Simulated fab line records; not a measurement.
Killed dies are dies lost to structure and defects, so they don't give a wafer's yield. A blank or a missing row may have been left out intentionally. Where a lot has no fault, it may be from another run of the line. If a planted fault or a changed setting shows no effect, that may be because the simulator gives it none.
What tool caused it? :: flow nandHarc :: Sampling: 24 lots, 72 wafers, 5 of 1159 route steps

WHAT THE GAUGES SHOWED, per wafer
NHARC_A_SGD_CUT_INSPECT_11.
lot: L074
measured: day 13 19:44
on: defectInspect-01
rawDefectCount: 17 22 21

lot: L077
measured: day 14 13:00
on: defectInspect-01
rawDefectCount: 3 6 6

lot: L075
measured: day 14 13:02
on: defectInspect-02
rawDefectCount: 25 19 25

lot: L076
measured: day 14 19:38
on: defectInspect-01
rawDefectCount: 8 7 7

lot: L080
measured: day 15 01:10
on: defectInspect-02
rawDefectCount: 21 13 23

lot: L079
measured: day 14 19:41
on: defectInspect-02
rawDefectCount: 8 6 6

lot: L078
measured: day 15 00:50
on: defectInspect-02
rawDefectCount: 6 7 15

lot: L081
measured: day 15 07:59
on: defectInspect-02
rawDefectCount: 29 19 21

lot: L083
measured: day 15 23:59
on: defectInspect-01
rawDefectCount: 13 9 11

lot: L082
measured: day 16 00:23
on: defectInspect-02
rawDefectCount: 37 33 20

lot: L084
measured: day 16 13:41
on: defectInspect-02
rawDefectCount: 8 11 18

lot: L085
measured: day 16 13:32
on: defectInspect-01
rawDefectCount: 26 28 15

lot: L086
measured: day 17 02:25
on: defectInspect-02
rawDefectCount: 14 17 15

lot: L087
measured: day 17 02:16
on: defectInspect-01
rawDefectCount: 37 49 42

lot: L088
measured: day 17 03:15
on: defectInspect-02
rawDefectCount: 8 11 4

lot: L090
measured: day 17 12:47
on: defectInspect-02
rawDefectCount: 31 28 37

lot: L089
measured: day 17 12:58
on: defectInspect-01
rawDefectCount: 4 16 21

lot: L091
measured: day 18 03:04
on: defectInspect-01
rawDefectCount: 24 28 30

lot: L092
measured: day 18 02:55
on: defectInspect-01
rawDefectCount: 18 10 10

lot: L093
measured: day 18 05:44
on: defectInspect-02
rawDefectCount: 11 7 5

lot: L094
measured: day 18 23:55
on: defectInspect-02
rawDefectCount: 22 30 32

lot: L095
measured: day 18 23:44
on: defectInspect-01
rawDefectCount: 13 15 15

lot: L097
measured: day 18 23:18
on: defectInspect-02
rawDefectCount: 27 33 30

lot: L096
measured: day 19 11:28
on: defectInspect-01
rawDefectCount: 14 9 14

NHARC_A_SGD_CUT_THK_MEAS_22: measures by ellipsometry.
lot: L074
measured: day 14 03:20
on: filmMetro-02
thkNm (nm): 147.7 149.6 150.3

lot: L077
measured: day 14 21:49
on: filmMetro-01
thkNm (nm): 149.7 149.2 150.3

lot: L075
measured: day 14 21:49
on: filmMetro-02
thkNm (nm): 149.7 146.6 150.6

lot: L076
measured: day 15 01:25
on: filmMetro-02
thkNm (nm): 150.0 148.4 148.2

lot: L080
measured: day 15 08:48
on: filmMetro-02
thkNm (nm): 147.7 147.8 148.5

lot: L079
measured: day 15 01:25
on: filmMetro-01
thkNm (nm): 149.9 146.1 150.0

lot: L078
measured: day 15 08:48
on: filmMetro-01
thkNm (nm): 150.9 146.9 150.6

lot: L081
measured: day 15 14:01
on: filmMetro-02
thkNm (nm): 147.5 146.3 147.1

lot: L083
measured: day 16 05:47
on: filmMetro-01
thkNm (nm): 147.9 149.1 147.1

lot: L082
measured: day 16 05:49
on: filmMetro-02
thkNm (nm): 149.8 149.4 147.4

lot: L084
measured: day 16 22:58
on: filmMetro-01
thkNm (nm): 148.6 147.9 148.5

lot: L085
measured: day 16 22:56
on: filmMetro-01
thkNm (nm): 148.2 149.9 149.6

lot: L086
measured: day 17 08:04
on: filmMetro-02
thkNm (nm): 146.3 146.7 148.0

lot: L087
measured: day 17 08:04
on: filmMetro-01
thkNm (nm): 149.3 148.1 149.8

lot: L088
measured: day 17 08:05
on: filmMetro-02
thkNm (nm): 147.8 148.9 146.3

lot: L090
measured: day 17 18:49
on: filmMetro-02
thkNm (nm): 146.3 150.4 148.3

lot: L089
measured: day 17 18:48
on: filmMetro-01
thkNm (nm): 143.7 146.2 147.1

lot: L091
measured: day 18 08:56
on: filmMetro-01
thkNm (nm): 148.1 147.7 147.8

lot: L092
measured: day 18 08:56
on: filmMetro-01
thkNm (nm): 148.5 149.1 147.7

lot: L093
measured: day 18 08:56
on: filmMetro-02
thkNm (nm): 150.0 150.9 148.0

lot: L094
measured: day 19 05:04
on: filmMetro-02
thkNm (nm): 148.0 146.0 147.1

lot: L095
measured: day 19 05:04
on: filmMetro-01
thkNm (nm): 146.1 146.6 148.2

lot: L097
measured: day 19 05:04
on: filmMetro-02
thkNm (nm): 147.9 149.1 147.6

lot: L096
measured: day 19 18:01
on: filmMetro-01
thkNm (nm): 147.3 147.6 147.6

TOOL THAT RAN EACH LOT (tool first, then ch and the chambers of the sampled wafers, then the start)
lot: L074
NHARC_A_STAIRCASE_DEP_301: pecvd-02 ch 0,1, day 11 18:56
NHARC_A_STAIRCASE_DEP_471: pecvd-03 ch 0,2, day 13 18:12
NHARC_A_SGD_CUT_ETCH_16: rieDiel-13 ch 0,1,3, day 14 03:20 or earlier

lot: L077
NHARC_A_STAIRCASE_DEP_301: pecvd-03 ch 0,2, day 12 11:01
NHARC_A_STAIRCASE_DEP_471: pecvd-02 ch 0,2, day 14 11:28
NHARC_A_SGD_CUT_ETCH_16: rieDiel-10 ch 2,3, day 14 21:49 or earlier

lot: L075
NHARC_A_STAIRCASE_DEP_301: pecvd-02 ch 0,1,2, day 12 11:52
NHARC_A_STAIRCASE_DEP_471: pecvd-03 ch 0,1,2, day 14 11:43
NHARC_A_SGD_CUT_ETCH_16: rieDiel-13 ch 0,1, day 14 21:49 or earlier

lot: L076
NHARC_A_STAIRCASE_DEP_301: pecvd-02 ch 0,1, day 12 15:36
NHARC_A_STAIRCASE_DEP_471: pecvd-03 ch 0,1,2, day 14 18:04
NHARC_A_SGD_CUT_ETCH_16: rieDiel-11 ch 0,3, day 15 01:25 or earlier

lot: L080
NHARC_A_STAIRCASE_DEP_301: pecvd-03 ch 0,1, day 12 20:52
NHARC_A_STAIRCASE_DEP_471: pecvd-03 ch 1,2, day 14 23:36
NHARC_A_SGD_CUT_ETCH_16: rieDiel-11 ch 0,1,2, day 15 08:48 or earlier

lot: L079
NHARC_A_STAIRCASE_DEP_301: pecvd-03 ch 1,2, day 12 21:38
NHARC_A_STAIRCASE_DEP_471: pecvd-03 ch 0,1, day 14 18:14
NHARC_A_SGD_CUT_ETCH_16: rieDiel-13 ch 1,2,3, day 15 01:25 or earlier

lot: L078
NHARC_A_STAIRCASE_DEP_301: pecvd-03 ch 1,2, day 13 00:35
NHARC_A_STAIRCASE_DEP_471: pecvd-01 ch 0,1, day 14 23:26
NHARC_A_SGD_CUT_ETCH_16: rieDiel-10 ch 0,2, day 15 08:48 or earlier

lot: L081
NHARC_A_STAIRCASE_DEP_301: pecvd-01 ch 1,2, day 13 04:35
NHARC_A_STAIRCASE_DEP_471: pecvd-03 ch 0,1, day 15 06:39
NHARC_A_SGD_CUT_ETCH_16: rieDiel-10 ch 1,2,3, day 15 14:01 or earlier

lot: L083
NHARC_A_STAIRCASE_DEP_301: pecvd-03 ch 1,2, day 13 23:29
NHARC_A_STAIRCASE_DEP_471: pecvd-02 ch 0,1,2, day 15 22:37
NHARC_A_SGD_CUT_ETCH_16: rieDiel-13 ch 0,1,2, day 16 05:47 or earlier

lot: L082
NHARC_A_STAIRCASE_DEP_301: pecvd-02 ch 0,1, day 14 01:12
NHARC_A_STAIRCASE_DEP_471: pecvd-03 ch 0,1,2, day 15 22:52
NHARC_A_SGD_CUT_ETCH_16: rieDiel-11 ch 0,2, day 16 05:49 or earlier

lot: L084
NHARC_A_STAIRCASE_DEP_301: pecvd-02 ch 0,1,2, day 14 05:57
NHARC_A_STAIRCASE_DEP_471: pecvd-03 ch 0,1, day 16 12:08
NHARC_A_SGD_CUT_ETCH_16: rieDiel-13 ch 0,3, day 16 22:58 or earlier

lot: L085
NHARC_A_STAIRCASE_DEP_301: pecvd-03 ch 0,1,2, day 14 08:13
NHARC_A_STAIRCASE_DEP_471: pecvd-01 ch 0,1, day 16 11:55
NHARC_A_SGD_CUT_ETCH_16: rieDiel-10 ch 0,3, day 16 22:56 or earlier

lot: L086
NHARC_A_STAIRCASE_DEP_301: pecvd-02 ch 0,2, day 14 19:46
NHARC_A_STAIRCASE_DEP_471: pecvd-02 ch 0,1, day 17 00:49
NHARC_A_SGD_CUT_ETCH_16: rieDiel-11 ch 0,1,2, day 17 08:04 or earlier

lot: L087
NHARC_A_STAIRCASE_DEP_301: pecvd-02 ch 0,1,2, day 14 20:13
NHARC_A_STAIRCASE_DEP_471: pecvd-01 ch 1,2, day 17 00:43
NHARC_A_SGD_CUT_ETCH_16: rieDiel-13 ch 0,2,3, day 17 08:04 or earlier

lot: L088
NHARC_A_STAIRCASE_DEP_301: pecvd-01 ch 0,1, day 15 02:55
NHARC_A_STAIRCASE_DEP_471: pecvd-02 ch 0,2, day 17 01:22
NHARC_A_SGD_CUT_ETCH_16: rieDiel-10 ch 1,3, day 17 08:05 or earlier

lot: L090
NHARC_A_STAIRCASE_DEP_301: pecvd-03 ch 0,1,2, day 15 11:56
NHARC_A_STAIRCASE_DEP_471: pecvd-01 ch 0,1,2, day 17 11:15
NHARC_A_SGD_CUT_ETCH_16: rieDiel-13 ch 1,3, day 17 18:49 or earlier

lot: L089
NHARC_A_STAIRCASE_DEP_301: pecvd-01 ch 0,1, day 15 14:08
NHARC_A_STAIRCASE_DEP_471: pecvd-03 ch 0,1,2, day 17 11:28
NHARC_A_SGD_CUT_ETCH_16: rieDiel-10 ch 0,1,3, day 17 18:48 or earlier

lot: L091
NHARC_A_STAIRCASE_DEP_301: pecvd-03 ch 0,1, day 16 00:07
NHARC_A_STAIRCASE_DEP_471: pecvd-01 ch 0,1, day 18 01:28
NHARC_A_SGD_CUT_ETCH_16: rieDiel-10 ch 1,2, day 18 08:56 or earlier

lot: L092
NHARC_A_STAIRCASE_DEP_301: pecvd-01 ch 0,1, day 16 01:50
NHARC_A_STAIRCASE_DEP_471: pecvd-02 ch 0,1, day 18 01:27
NHARC_A_SGD_CUT_ETCH_16: rieDiel-11 ch 0,3, day 18 08:56 or earlier

lot: L093
NHARC_A_STAIRCASE_DEP_301: pecvd-01 ch 0,1, day 16 06:57
NHARC_A_STAIRCASE_DEP_471: pecvd-03 ch 0,1,2, day 18 04:20
NHARC_A_SGD_CUT_ETCH_16: rieDiel-11 ch 1,2,3, day 18 08:56 or earlier

lot: L094
NHARC_A_STAIRCASE_DEP_301: pecvd-02 ch 1,2, day 16 18:23
NHARC_A_STAIRCASE_DEP_471: pecvd-02 ch 0,1,2, day 18 22:04
NHARC_A_SGD_CUT_ETCH_16: rieDiel-11 ch 0,1,3, day 19 05:04 or earlier

lot: L095
NHARC_A_STAIRCASE_DEP_301: pecvd-03 ch 0,2, day 16 19:57
NHARC_A_STAIRCASE_DEP_471: pecvd-03 ch 0,1,2, day 18 22:04
NHARC_A_SGD_CUT_ETCH_16: rieDiel-10 ch 0,2, day 19 00:41

lot: L097
NHARC_A_STAIRCASE_DEP_301: pecvd-01 ch 0, day 16 20:17
NHARC_A_STAIRCASE_DEP_471: pecvd-03 ch 1,2, day 18 21:55
NHARC_A_SGD_CUT_ETCH_16: rieDiel-11 ch 0,2, day 19 05:04 or earlier

lot: L096
NHARC_A_STAIRCASE_DEP_301: pecvd-01 ch 0,1, day 17 03:37
NHARC_A_STAIRCASE_DEP_471: pecvd-01 ch 0,1,2, day 19 09:56
NHARC_A_SGD_CUT_ETCH_16: rieDiel-13 ch 1,2,3, day 19 18:01 or earlier
- NHARC_A_STAIRCASE_DEP_301: deposits SiON, target thk 30 nm.
- NHARC_A_STAIRCASE_DEP_471: deposits SiO2, target thk 100 nm.
- NHARC_A_SGD_CUT_ETCH_16: etches the open film in C4F8/O2/Ar, target depth 310.5 nm, time 155.2 s.

WHAT THE TOOLS THEMSELVES READ (means of the sampled wafers that have a number; where no wafer has one, the mark that the record gives instead)
NHARC_A_STAIRCASE_DEP_301.
lot: L074
tool: pecvd-02
heaterPowerW (W): 844

lot: L077
tool: pecvd-03
heaterPowerW (W): 746

lot: L075
tool: pecvd-02
heaterPowerW (W): 774

lot: L076
tool: pecvd-02
heaterPowerW (W): 823

lot: L080
tool: pecvd-03
heaterPowerW (W): 738

lot: L079
tool: pecvd-03
heaterPowerW (W): 657

lot: L078
tool: pecvd-03
heaterPowerW (W): 771

lot: L081
tool: pecvd-01
heaterPowerW (W): 768

lot: L083
tool: pecvd-03
heaterPowerW (W): 715

lot: L082
tool: pecvd-02
heaterPowerW (W): 767

lot: L084
tool: pecvd-02
heaterPowerW (W): 779

lot: L085
tool: pecvd-03
heaterPowerW (W): 718

lot: L086
tool: pecvd-02
heaterPowerW (W): 803

lot: L087
tool: pecvd-02
heaterPowerW (W): 755

lot: L088
tool: pecvd-01
heaterPowerW (W): 760

lot: L090
tool: pecvd-03
heaterPowerW (W): 676

lot: L089
tool: pecvd-01
heaterPowerW (W): 754

lot: L091
tool: pecvd-03
heaterPowerW (W): 731

lot: L092
tool: pecvd-01
heaterPowerW (W): 701

lot: L093
tool: pecvd-01
heaterPowerW (W): 715

lot: L094
tool: pecvd-02
heaterPowerW (W): 736

lot: L095
tool: pecvd-03
heaterPowerW (W): 697

lot: L097
tool: pecvd-01
heaterPowerW (W): 723

lot: L096
tool: pecvd-01
heaterPowerW (W): 708

NHARC_A_STAIRCASE_DEP_471.
lot: L074
tool: pecvd-03
heaterPowerW (W): 522
throttleValvePct (%): 14.7

lot: L077
tool: pecvd-02
heaterPowerW (W): 592
throttleValvePct (%): 17.1

lot: L075
tool: pecvd-03
heaterPowerW (W): 567
throttleValvePct (%): 15.2

lot: L076
tool: pecvd-03
heaterPowerW (W): 538
throttleValvePct (%): 15.4

lot: L080
tool: pecvd-03
heaterPowerW (W): 550
throttleValvePct (%): 15.1

lot: L079
tool: pecvd-03
heaterPowerW (W): 580
throttleValvePct (%): 15.5

lot: L078
tool: pecvd-01
heaterPowerW (W): 522
throttleValvePct (%): 15.1

lot: L081
tool: pecvd-03
heaterPowerW (W): 533
throttleValvePct (%): 16.1

lot: L083
tool: pecvd-02
heaterPowerW (W): 590
throttleValvePct (%): 15.8

lot: L082
tool: pecvd-03
heaterPowerW (W): 563
throttleValvePct (%): 15.3

lot: L084
tool: pecvd-03
heaterPowerW (W): 519
throttleValvePct (%): 15.7

lot: L085
tool: pecvd-01
heaterPowerW (W): 504
throttleValvePct (%): 14.9

lot: L086
tool: pecvd-02
heaterPowerW (W): 609
throttleValvePct (%): 16.0

lot: L087
tool: pecvd-01
heaterPowerW (W): 657
throttleValvePct (%): 16.8

lot: L088
tool: pecvd-02
heaterPowerW (W): 654
throttleValvePct (%): 16.0

lot: L090
tool: pecvd-01
heaterPowerW (W): 611
throttleValvePct (%): 15.8

lot: L089
tool: pecvd-03
heaterPowerW (W): 567
throttleValvePct (%): 15.3

lot: L091
tool: pecvd-01
heaterPowerW (W): 483
throttleValvePct (%): 15.1

lot: L092
tool: pecvd-02
heaterPowerW (W): 613
throttleValvePct (%): 16.0

lot: L093
tool: pecvd-03
heaterPowerW (W): 528
throttleValvePct (%): 15.6

lot: L094
tool: pecvd-02
heaterPowerW (W): 655
throttleValvePct (%): 16.0

lot: L095
tool: pecvd-03
heaterPowerW (W): 559
throttleValvePct (%): 15.5

lot: L097
tool: pecvd-03
heaterPowerW (W): 547
throttleValvePct (%): 15.6

lot: L096
tool: pecvd-01
heaterPowerW (W): 596
throttleValvePct (%): 15.3

NHARC_A_SGD_CUT_ETCH_16.
lot: L074
tool: rieDiel-13
oesProductAu (a.u.): 0.987
rfVppV (V): 726

lot: L077
tool: rieDiel-10
oesProductAu (a.u.): 0.973
rfVppV (V): 727

lot: L075
tool: rieDiel-13
oesProductAu (a.u.): 0.982
rfVppV (V): 729

lot: L076
tool: rieDiel-11
oesProductAu (a.u.): 0.995
rfVppV (V): 724

lot: L080
tool: rieDiel-11
oesProductAu (a.u.): 0.985
rfVppV (V): 725

lot: L079
tool: rieDiel-13
oesProductAu (a.u.): 0.982
rfVppV (V): 726

lot: L078
tool: rieDiel-10
oesProductAu (a.u.): 0.958
rfVppV (V): 727

lot: L081
tool: rieDiel-10
oesProductAu (a.u.): 0.987
rfVppV (V): 727

lot: L083
tool: rieDiel-13
oesProductAu (a.u.): 0.951
rfVppV (V): 729

lot: L082
tool: rieDiel-11
oesProductAu (a.u.): 0.976
rfVppV (V): 722

lot: L084
tool: rieDiel-13
oesProductAu (a.u.): 0.992
rfVppV (V): 723

lot: L085
tool: rieDiel-10
oesProductAu (a.u.): 0.976
rfVppV (V): 725

lot: L086
tool: rieDiel-11
oesProductAu (a.u.): 0.975
rfVppV (V): 724

lot: L087
tool: rieDiel-13
oesProductAu (a.u.): 0.962
rfVppV (V): 725

lot: L088
tool: rieDiel-10
oesProductAu (a.u.): 0.937
rfVppV (V): 727

lot: L090
tool: rieDiel-13
oesProductAu (a.u.): 0.976
rfVppV (V): 727

lot: L089
tool: rieDiel-10
oesProductAu (a.u.): 0.970
rfVppV (V): 725

lot: L091
tool: rieDiel-10
oesProductAu (a.u.): 0.950
rfVppV (V): 726

lot: L092
tool: rieDiel-11
oesProductAu (a.u.): 0.990
rfVppV (V): 724

lot: L093
tool: rieDiel-11
oesProductAu (a.u.): 0.981
rfVppV (V): 723

lot: L094
tool: rieDiel-11
oesProductAu (a.u.): 0.980
rfVppV (V): 725

lot: L095
tool: rieDiel-10
oesProductAu (a.u.): 0.974
rfVppV (V): 725

lot: L097
tool: rieDiel-11
oesProductAu (a.u.): 0.975
rfVppV (V): 724

lot: L096
tool: rieDiel-13
oesProductAu (a.u.): 0.967
rfVppV (V): 727

THE ANSWER, worked out from the rows above alone
Rule: the lots themselves supply what counts as usual. Put in order of their means at a reading, lots are off if they are a third of the lots or fewer, leave a main group of 4 or more, and stand apart from it by a gap of 3 or more times the standard deviation of the main group's means; of several such gaps the widest counts. Not used: any main group whose means are identical at the precision the tables above print for the reading. Also off: a lot with no number at a reading for which 4 or more lots have one. All remaining lots with rows at the step are treated as sound. First the gauges in route order, then the tools' own readings, where a lot's mean is used as printed above. At the first step where some lot is off, the reading lying furthest off is the one used; lots without a number count as furthest.
Across all readings shown, no lot is off: no conclusion can be drawn from this.

WHAT THE SIMULATOR HAD PUT IN
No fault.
